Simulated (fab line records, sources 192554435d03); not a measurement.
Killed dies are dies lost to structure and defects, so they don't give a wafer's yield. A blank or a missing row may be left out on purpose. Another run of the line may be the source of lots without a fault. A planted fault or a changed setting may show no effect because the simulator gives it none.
fab line records    flow n5Finfet    part 1 of 2: steps 1 to 4 of 6
record: lots: 20  wafers: 60  lastDay: 18
route steps=1938 shown SDB@368 HKMG_FIN@454 GATE_CUT@475
lots that met no fault: from a run of the same line without faults
startH: the number of hours between the record's first day and the start of the first shown wafer of the lot    waitH: hours from the lot's prior step to this one    " repeats the value in the row above    L1.1+2: a row that stands for several wafers    - no value, or no start given    * or withheld: withheld    < > ~ a bound
route shown NAME@n: names a module that has steps shown in the file, with the first one's number in the route    usual: average and standard deviation across the fault-free wafers    same: alike in all rows    chamber/n: place in a boat    sites: readings site by site    _std_site: how widely they spread, as a standard deviation    _edge_site: mean of outer sites minus mean of inner sites    radiusMm: for every site, how far away it sits from the centre of the wafer    mask NAME#n: copy n    behind: the last tool/chamber to shape the wafer    hold: what put the lot on hold/how long, in hours/how the hold closed    device: whichever transistor did not switch (one of n, p or np)    end of line: tests run on the same wafers once the route is complete    a step given without rows: its recipe and nothing more    killed: dies lost to structure and defects at the first sort, not the wafer's yield    map: shows each die of a wafer: x if killed, . if not, _ if none is there
set.NAME: setting as actually run; set.NAME@STEP: the setting as run at that earlier step    model.NAME: the simulator's own value behind a step, which no gauge read
a sample of lots followed through the steps of the route, with each step as a table and each wafer as a row
services: from which hour (startH, from the record's first day; less than 0 if before it) a tool's chamber was out of use, for how many hours, and why
== steps ==
step: N5_SDB_ETCH_25
recipe: chemistry: C4F6/O2  target: SiO2  targetDepthA: 100  timeS: 3.3  ionEnergyEv: 250  maskMaterial: SiNx  pressureMtorr: 30  sourceW: 345  biasW: 185  Ar_flow_sccm: 300  C4F6_flow_sccm: 10  O2_flow_sccm: 10
usual: C4F6_flow_sccm: 9.998/0.029  O2_flow_sccm: 10.00/0.03  drypumpMotorCurrentA: 5.5/0.37  mfcArSccm: 300.1/0.89  oesProductAu: 0.78/0.09  rfVppV: 665/9.6  showerheadPlenumPTorr: 2.83/0.1  throttleValvePct: 21.16/0.2
same: timeS: 3.3
lot.wafer  tool        chamber  startH  waitH  C4F6_flow_sccm  O2_flow_sccm  drypumpMotorCurrentA  mfcArSccm  oesProductAu  rfHoursCounterH  rfVppV  showerheadPlenumPTorr  throttleValvePct
L074.1     rieDiel-05  3        69.22   1.4    10.010          9.96          5.7                   300.4      0.70          231              660     2.70                   21.35
L074.2     "           0        "       "      10.000          10.02         5.0                   299.5      0.85          39               665     2.87                   20.59
L074.3     "           2        "       "      9.976           10.04         5.9                   298.8      0.75          154              672     2.96                   21.02
L075.3     rieDiel-04  2        74.01   1.0    9.973           9.99          4.8                   299.2      0.96          5                673     2.80                   21.01
L075.4     "           0        "       "      9.997           9.95          5.9                   300.6      0.73          158              658     2.73                   21.29
L075.6     "           2        "       "      9.965           9.97          4.8                   299.1      0.97          -                676     2.80                   21.01
L076.3     rieDiel-04  0        80.14   0.5    10.018          10.03         5.8                   300.9      0.72          162              660     2.73                   21.27
L076.4     "           1        "       "      10.027          10.03         5.3                   299.2      0.73          186              659     2.96                   21.40
L076.6     "           0        "       "      10.041          10.05         5.9                   299.6      0.72          -                658     2.73                   21.28
L077.3     rieDiel-02  0        86.99   0.0    9.969           9.96          5.7                   300.3      0.73          170              673     2.74                   21.23
L077.4     "           3        "       "      10.022          10.02         5.4                   300.5      0.97          8                663     2.90                   20.99
L077.6     "           3        "       "      10.017          9.97          5.4                   300.5      0.96          -                662     2.90                   21.00
L078.2     rieDiel-02  2        92.09   0.2    9.980           10.01         5.9                   300.0      0.74          170              650     2.96                   21.28
L078.4     "           1        "       "      9.973           9.98          5.0                   299.6      0.93          5                654     2.92                   20.90
L078.5     "           0        "       "      9.980           10.00         5.6                   299.1      0.73          -                674     2.74                   21.21
L079.3     rieDiel-05  2        99.02   0.0    9.959           9.97          5.9                   300.5      0.74          165              672     2.95                   21.04
L079.4     "           3        "       "      9.985           10.00         5.7                   299.8      0.70          242              661     2.69                   21.37
L079.6     "           1        "       "      9.985           10.05         5.5                   300.0      0.76          -                676     2.75                   21.32
L081.1     rieDiel-05  2        114.75  0.0    10.004          9.98          5.9                   301.6      0.73          172              669     2.95                   21.04
L081.2     "           1        "       "      10.060          10.00         5.5                   300.1      0.75          166              674     2.75                   21.33
L081.5     "           3        "       "      10.003          9.96          5.7                   300.9      0.69          -                660     2.69                   21.37
L082.1     rieDiel-04  1        119.70  0.0    10.070          10.00         5.3                   300.6      0.72          198              660     2.95                   21.41
L082.4     "           3        "       "      10.017          10.04         5.6                   300.1      0.72          173              683     2.71                   21.08
L082.5     "           3        "       "      10.009          10.03         5.6                   299.8      0.72          -                684     2.71                   21.08
L085.2     rieDiel-02  1        141.09  0.5    10.010          10.02         4.9                   299.1      0.90          20               656     2.92                   20.91
L085.4     "           2        "       "      10.003          9.99          5.9                   299.0      0.73          185              649     2.95                   21.30
L085.6     "           2        "       "      9.992           9.98          5.9                   301.1      0.72          -                650     2.95                   21.30
L086.1     rieDiel-04  1        143.99  0.0    9.971           10.02         5.3                   299.3      0.71          206              660     2.95                   21.41
L086.2     "           3        "       "      10.033          9.98          5.7                   300.0      0.71          181              680     2.71                   21.10
L086.4     "           0        "       "      9.950           9.95          5.8                   299.4      0.70          183              658     2.72                   21.31
L087.1     rieDiel-04  2        148.51  0.0    10.015          9.95          4.8                   299.1      0.89          30               676     2.79                   21.04
L087.2     "           1        "       "      9.977           10.02         5.3                   302.3      0.71          208              659     2.95                   21.43
L087.6     "           1        "       "      9.962           9.97          5.3                   300.5      0.71          -                660     2.95                   21.42
L088.2     rieDiel-02  2        152.56  0.3    9.994           9.99          5.9                   299.6      0.72          189              650     2.95                   21.31
L088.5     "           1        "       "      9.988           9.99          5.0                   301.6      0.88          -                655     2.91                   20.95
L088.6     "           0        "       "      10.003          10.05         5.7                   300.8      0.72          -                673     2.73                   21.24
L089.3     rieDiel-05  3        159.49  0.0    10.010          10.03         5.7                   300.2      0.91          10               672     3.02                   21.00
L089.4     "           0        "       "      10.017          10.03         5.0                   301.6      0.82          74               661     2.86                   20.65
L089.5     "           0        "       "      9.986           9.96          4.9                   299.3      0.80          -                664     2.86                   20.65
L090.2     rieDiel-02  1        161.14  0.0    9.997           9.97          5.0                   299.8      0.88          27               656     2.91                   20.94
L090.3     "           0        "       "      9.990           10.00         5.6                   299.9      0.71          194              673     2.73                   21.23
L090.4     "           2        "       "      9.984           10.00         5.9                   299.1      0.71          192              649     2.94                   21.30
L091.1     rieDiel-02  3        170.73  0.5    9.976           9.98          5.4                   299.2      0.91          34               662     2.89                   21.05
L091.3     "           2        "       "      9.971           10.02         5.9                   298.6      0.72          195              650     2.94                   21.32
L091.4     "           2        "       "      10.043          10.04         5.9                   299.8      0.72          -                649     2.94                   21.32
L092.2     rieDiel-04  0        179.18  0.0    9.996           9.98          5.9                   300.5      0.70          196              659     2.72                   21.34
L092.5     "           1        "       "      9.971           10.05         5.3                   300.0      0.70          -                659     2.94                   21.44
L092.6     "           0        "       "      9.978           10.00         5.8                   301.1      0.70          -                658     2.71                   21.35
L093.1     rieDiel-05  0        179.95  0.0    10.064          9.95          5.0                   299.5      0.81          81               662     2.85                   20.65
L093.2     "           1        "       "      10.011          10.00         5.5                   299.8      0.74          191              675     2.74                   21.36
L093.3     "           3        "       "      10.014          9.96          5.7                   300.1      0.89          17               670     3.02                   21.02
L094.4     rieDiel-04  1        187.18  0.2    10.003          9.97          5.3                   301.1      0.70          218              660     2.94                   21.45
L094.5     "           0        "       "      10.019          9.98          5.9                   300.2      0.69          -                658     2.71                   21.35
L094.6     "           1        "       "      9.998           10.04         5.3                   300.7      0.70          -                659     2.94                   21.45
L096.1     rieDiel-04  2        195.86  0.0    9.898           10.03         4.8                   299.8      0.88          47               674     2.78                   21.06
L096.2     "           0        "       "      10.036          9.98          5.9                   299.8      0.69          202              658     2.71                   21.34
L096.4     "           1        "       "      10.020          9.98          5.3                   299.5      0.70          222              658     2.94                   21.44
L097.4     rieDiel-04  1        204.50  0.0    9.986           10.04         5.3                   300.6      0.70          224              661     2.94                   21.47
L097.5     "           1        "       "      9.992           10.04         5.3                   300.0      0.70          -                660     2.94                   21.47
L097.6     "           2        "       "      10.005          9.99          4.8                   299.6      0.87          -                675     2.78                   21.07
step: N5_HKMG_FIN_ETCHBACK_68
recipe: chemistry: Cl2/Ar  stopOn: HfO2  targetDepthA: 5  pressureMtorr: 10  icpW: 600  biasW: 60  Cl2_flow_sccm: 40  Ar_flow_sccm: 60
usual: drypumpMotorCurrentA: 5.8/0.42  mfcArSccm: 60.03/0.17  oesProductAu: 0.73/0.12  throttleValvePct: 21.03/0.19
lot.wafer  tool         chamber  startH  waitH  drypumpMotorCurrentA  mfcArSccm  oesProductAu  rfHoursCounterH  throttleValvePct
L074.1     rieMetal-02  1        81.23   0.0    5.5                   59.88      0.70          76               21.08
L074.2     "            1        "       "      5.5                   60.13      0.70          -                21.09
L074.3     "            1        "       "      5.5                   59.93      0.72          -                21.10
L075.3     rieMetal-03  1        85.58   0.1    6.0                   60.24      0.63          -                20.81
L075.4     "            0        "       "      6.1                   60.09      0.85          -                21.18
L075.6     "            0        "       "      6.0                   59.92      0.85          -                21.18
L076.3     rieMetal-02  0        91.49   0.1    6.1                   60.10      1.00          -                20.66
L076.4     "            1        "       "      5.5                   59.83      0.71          -                21.07
L076.6     "            0        "       "      6.1                   60.10      1.00          -                20.68
L077.3     rieMetal-03  0        99.32   0.1    6.0                   59.81      0.85          -                21.18
L077.4     "            1        "       "      6.0                   60.03      0.62          -                20.79
L077.6     "            0        "       "      6.1                   60.21      0.84          -                21.18
L078.2     rieMetal-01  1        104.26  0.0    6.0                   60.15      0.68          85               21.12
L078.4     "            1        "       "      6.0                   59.79      0.67          -                21.15
L078.5     "            1        "       "      6.0                   59.99      0.68          -                21.11
L079.3     rieMetal-02  1        111.99  0.1    5.5                   59.64      0.70          -                21.09
L079.4     "            0        "       "      6.1                   60.43      0.96          -                20.68
L079.6     "            0        "       "      6.1                   59.96      0.96          -                20.69
L081.1     rieMetal-03  1        125.46  0.0    6.0                   60.12      0.62          115              20.83
L081.2     "            0        "       "      6.1                   59.96      0.84          20               21.19
L081.5     "            0        "       "      6.1                   60.13      0.83          -                21.20
L082.1     rieMetal-01  1        130.93  0.0    6.0                   60.08      0.67          87               21.13
L082.4     "            0        "       "      4.9                   60.04      0.62          -                21.22
L082.5     "            1        "       "      6.0                   60.01      0.66          -                21.14
L085.2     rieMetal-03  1        152.58  0.0    6.0                   60.02      0.62          117              20.82
L085.4     "            1        "       "      6.0                   59.96      0.62          -                20.82
L085.6     "            1        "       "      6.0                   60.13      0.61          -                20.80
L086.1     rieMetal-01  0        155.89  0.0    4.9                   59.65      0.62          120              21.22
L086.2     "            0        "       "      4.9                   59.88      0.62          -                21.22
L086.4     "            0        "       "      4.9                   60.06      0.62          -                21.22
L087.1     rieMetal-02  1        159.69  0.0    5.5                   59.86      0.69          84               21.11
L087.2     "            0        "       "      6.1                   60.60      0.92          7                20.70
L087.6     "            0        "       "      6.1                   60.40      0.92          -                20.70
L088.2     rieMetal-02  1        163.85  0.0    5.5                   60.01      0.69          84               21.12
L088.5     "            0        "       "      6.1                   60.19      0.92          -                20.71
L088.6     "            1        "       "      5.5                   60.02      0.69          -                21.10
L089.3     rieMetal-01  1        170.74  0.1    6.0                   60.20      0.67          -                21.14
L089.4     "            1        "       "      6.0                   60.08      0.68          -                21.14
L089.5     "            1        "       "      6.0                   60.15      0.67          -                21.14
L090.2     rieMetal-01  1        172.28  0.1    6.0                   59.97      0.67          -                21.16
L090.3     "            1        "       "      6.1                   59.77      0.67          -                21.15
L090.4     "            1        "       "      6.0                   60.17      0.67          -                21.15
L091.1     rieMetal-01  0        181.72  0.0    4.9                   59.99      0.62          122              21.23
L091.3     "            0        "       "      4.9                   60.07      0.62          -                21.22
L091.4     "            1        "       "      6.0                   60.06      0.67          -                21.14
L092.2     rieMetal-02  1        190.96  0.0    5.5                   60.04      0.68          87               21.13
L092.5     "            0        "       "      6.1                   60.12      0.90          -                20.72
L092.6     "            1        "       "      5.5                   60.09      0.68          -                21.12
L093.1     rieMetal-02  1        191.48  0.0    5.5                   60.11      0.68          87               21.12
L093.2     "            0        "       "      6.1                   59.99      0.90          10               20.70
L093.3     "            1        "       "      5.5                   60.28      0.68          -                21.11
L094.4     rieMetal-03  1        199.20  0.1    6.0                   60.01      0.61          -                20.82
L094.5     "            0        "       "      6.0                   59.86      0.81          -                21.21
L094.6     "            1        "       "      6.0                   59.65      0.61          -                20.83
L096.1     rieMetal-01  0        206.97  0.0    4.9                   59.94      0.61          123              21.23
L096.2     "            1        "       "      6.0                   60.22      0.67          91               21.16
L096.4     "            0        "       "      4.9                   59.95      0.62          -                21.21
L097.4     rieMetal-01  0        217.13  0.1    4.9                   59.87      0.61          -                21.21
L097.5     "            1        "       "      6.1                   59.79      0.66          -                21.15
L097.6     "            0        "       "      4.9                   59.85      0.61          -                21.25
step: N5_GATE_CUT_CMP_02
recipe: stopOn: SiO2  tOverpolishS: 12.7  postCmpClean: alkalineBrush  downForcePsi: 2.5  platenRpm: 51.8  padVelocityMS: 1.0307  targetThkNm: 0
usual: motorCurrentA: 9.2/1  overpolishRunS: 12.700/0.0085  slurryFilterDpKPa: 13.50/0.13  timeToEndpointS: 24.9/2.9
lot.wafer  tool    chamber  startH  waitH  motorCurrentA  overpolishRunS  slurryFilterDpKPa  timeToEndpointS
L074.2     cmp-01  3        86.94   0.1    9.4            12.710          13.63              32.3
L074.1     "       0        "       "      7.4            12.702          13.75              28.5
L074.3     "       2        "       "      9.0            12.694          13.45              25.8
L075.4     cmp-01  0        93.49   0.0    7.7            12.704          13.58              24.9
L075.3     "       2        "       "      8.7            12.703          13.46              25.5
L075.6     "       1        "       "      8.5            12.691          13.58              28.6
L076.4     cmp-01  1        100.32  0.0    8.6            12.698          13.61              29.8
L076.3     "       3        "       "      10.0           12.698          13.46              24.7
L076.6     "       1        "       "      9.0            12.699          13.54              28.2
L077.3     cmp-02  2        104.10  0.2    9.7            12.709          13.50              24.7
L077.4     "       3        "       "      9.7            12.706          13.58              24.2
L077.6     "       2        "       "      9.6            12.698          13.43              24.1
L078.2     cmp-03  0        108.94  0.1    8.1            12.701          13.46              26.5
L078.4     "       3        "       "      10.6           12.705          13.58              25.8
L078.5     "       0        "       "      8.2            12.692          13.40              26.7
L079.4     cmp-01  0        116.64  0.0    7.3            12.705          13.35              24.3
L079.3     "       2        "       "      8.4            12.695          13.56              23.1
L079.6     "       1        "       "      8.6            12.716          13.56              26.2
L081.1     cmp-03  3        130.16  0.1    10.9           12.705          13.65              22.0
L081.2     "       0        "       "      7.9            12.682          13.55              26.0
L081.5     "       0        "       "      8.5            12.706          13.28              26.7
L082.4     cmp-02  2        135.89  0.0    10.0           12.695          13.50              25.2
L082.1     "       1        "       "      8.5            12.704          13.62              23.3
L082.5     "       3        "       "      10.5           12.703          13.45              24.7
L085.2     cmp-01  2        157.70  0.1    9.2            12.705          13.46              22.7
L085.4     "       3        "       "      9.7            12.706          13.56              24.9
L085.6     "       2        "       "      8.7            12.686          13.60              22.1
L086.1     cmp-03  0        160.73  0.1    8.2            12.704          13.44              26.1
L086.2     "       2        "       "      10.7           12.712          13.39              28.1
L086.4     "       3        "       "      11.1           12.693          13.46              22.3
L087.1     cmp-02  0        165.02  0.2    9.1            12.693          13.27              24.3
L087.2     "       1        "       "      8.5            12.711          13.53              23.4
L087.6     "       0        "       "      9.1            12.691          13.52              26.3
L088.2     cmp-02  0        169.13  0.6    9.1            12.694          13.52              23.0
L088.5     "       1        "       "      8.4            12.711          13.24              23.8
L088.6     "       2        "       "      9.8            12.696          13.67              21.9
L089.4     cmp-01  2        175.57  0.1    8.8            12.692          13.55              22.2
L089.3     "       0        "       "      7.9            12.695          13.57              23.6
L089.5     "       1        "       "      8.6            12.696          13.28              27.4
L090.2     cmp-01  0        177.46  0.1    7.6            12.689          13.79              24.0
L090.4     "       1        "       "      8.2            12.697          13.63              27.0
L090.3     "       3        "       "      10.0           12.699          13.75              27.8
L091.1     cmp-01  3        186.56  0.1    9.4            12.702          13.31              29.2
L091.4     "       1        "       "      8.2            12.690          13.46              29.7
L091.3     "       2        "       "      9.0            12.700          13.62              29.4
L092.2     cmp-02  0        195.76  0.1    9.5            12.702          13.64              21.7
L092.5     "       0        "       "      8.5            12.700          13.59              23.9
L092.6     "       1        "       "      8.6            12.711          13.59              24.8
L093.2     cmp-03  3        197.03  0.1    10.3           12.693          13.46              20.4
L093.1     "       0        "       "      7.8            12.715          13.34              22.8
L093.3     "       2        "       "      11.2           12.685          13.86              23.1
L094.4     cmp-03  2        203.88  0.0    10.9           12.703          13.45              26.1
L094.5     "       2        "       "      11.0           12.711          13.59              25.6
L094.6     "       3        "       "      11.0           12.707          13.39              18.7
L096.4     cmp-01  2        212.22  0.0    8.5            12.709          13.72              23.1
L096.1     "       0        "       "      7.4            12.716          13.48              25.5
L096.2     "       1        "       "      8.4            12.699          13.41              27.1
L097.4     cmp-01  1        221.90  0.2    8.3            12.693          13.46              30.4
L097.6     "       2        "       "      8.4            12.700          13.22              25.8
L097.5     "       3        "       "      9.3            12.711          13.50              29.6
step: N5_GATE_CUT_HM_DEP_46
recipe: material: SiO2  targetThkA: 1300  tempC: 400  precursor: TEOS/O2  pressureTorr: 6.5  rfW: 900  teosFlowSccm: 161.4  gas: O2  flowSccm: 2650  timeS: 26.6
usual: heaterPowerW: 551/97  showerheadPlenumPTorr: 8.36/0.038  showerheadVppV: 1880/99  throttleValvePct: 18.9/0.77
same: timeS: 26.6
lot.wafer  tool      chamber  startH  waitH  heaterPowerW  showerheadPlenumPTorr  showerheadVppV  throttleValvePct
L074.1     pecvd-01  1        87.27   0.0    395           8.39                   1783            20.0
L074.2     "         0        "       "      587           8.31                   1912            18.3
L074.3     "         2        "       "      738           8.35                   1928            18.9
L075.3     pecvd-03  0        93.82   0.0    566           8.39                   1821            18.5
L075.4     "         0        "       "      550           8.39                   1834            18.5
L075.6     "         2        "       "      352           8.37                   2060            17.7
L076.3     pecvd-01  0        100.65  0.0    561           8.29                   1924            18.5
L076.4     "         2        "       "      657           8.37                   1962            19.0
L076.6     "         1        "       "      498           8.43                   1791            20.1
L077.3     pecvd-01  1        104.39  0.0    390           8.41                   1795            19.9
L077.4     "         0        "       "      610           8.32                   1905            18.3
L077.6     "         2        "       "      604           8.39                   1909            18.7
L078.2     pecvd-03  1        109.27  0.0    394           8.33                   2022            19.6
L078.4     "         1        "       "      389           8.33                   1972            19.6
L078.5     "         0        "       "      517           8.41                   1825            18.7
L079.3     pecvd-01  2        116.97  0.0    627           8.39                   1942            18.8
L079.4     "         0        "       "      600           8.31                   1890            18.3
L079.6     "         1        "       "      479           8.41                   1776            20.1
L081.1     pecvd-03  0        130.50  0.0    510           8.38                   1804            18.5
L081.2     "         2        "       "      472           8.35                   2075            18.2
L081.5     "         0        "       "      506           8.38                   1800            18.6
L082.1     pecvd-02  0        136.23  0.0    603           8.35                   1794            20.0
L082.4     "         2        "       "      605           8.34                   1774            18.2
L082.5     "         0        "       "      612           8.37                   1805            19.8
L085.2     pecvd-02  2        157.99  0.0    639           8.33                   1751            17.6
L085.4     "         2        "       "      649           8.32                   1763            18.3
L085.6     "         1        "       "      458           8.39                   1879            18.3
L086.1     pecvd-01  2        161.06  0.0    692           8.38                   1992            19.0
L086.2     "         0        "       "      565           8.30                   1900            18.3
L086.4     "         1        "       "      440           8.39                   1793            20.1
L087.1     pecvd-03  1        165.35  0.0    479           8.31                   2025            19.6
L087.2     "         0        "       "      499           8.41                   1811            18.3
L087.6     "         1        "       "      471           8.29                   2004            19.5
L088.2     pecvd-02  1        169.35  0.0    523           8.41                   1876            18.2
L088.5     "         1        "       "      523           8.40                   1899            18.4
L088.6     "         2        "       "      759           8.32                   1778            18.1
L089.3     pecvd-03  2        175.87  0.0    375           8.37                   2061            17.7
L089.4     "         1        "       "      443           8.33                   2021            19.5
L089.5     "         2        "       "      385           8.38                   2050            17.9
L090.2     pecvd-01  0        177.79  0.0    615           8.31                   1907            18.3
L090.3     "         2        "       "      691           8.36                   1940            18.9
L090.4     "         1        "       "      432           8.42                   1782            20.0
L091.1     pecvd-02  0        186.89  0.0    643           8.36                   1797            19.9
L091.3     "         2        "       "      721           8.32                   1769            18.1
L091.4     "         1        "       "      466           8.39                   1921            18.2
L092.2     pecvd-02  2        196.09  0.0    657           8.33                   1797            18.1
L092.5     "         0        "       "      542           8.36                   1808            19.8
L092.6     "         1        "       "      448           8.41                   1852            18.7
L093.1     pecvd-02  0        197.36  0.0    635           8.38                   1797            20.0
L093.2     "         2        "       "      718           8.33                   1772            18.4
L093.3     "         1        "       "      512           8.37                   1906            18.3
L094.4     pecvd-01  0        204.23  0.1    508           8.31                   1905            18.6
L094.5     "         1        "       "      493           8.41                   1806            19.8
L094.6     "         2        "       "      727           8.38                   1935            18.8
L096.1     pecvd-01  0        212.55  0.0    581           8.28                   1888            18.7
L096.2     "         1        "       "      444           8.41                   1774            19.9
L096.4     "         0        "       "      585           8.30                   1923            18.5
L097.4     pecvd-03  2        222.14  0.1    437           8.36                   2077            18.2
L097.5     "         1        "       "      410           8.30                   2012            19.6
L097.6     "         0        "       "      550           8.39                   1825            18.6
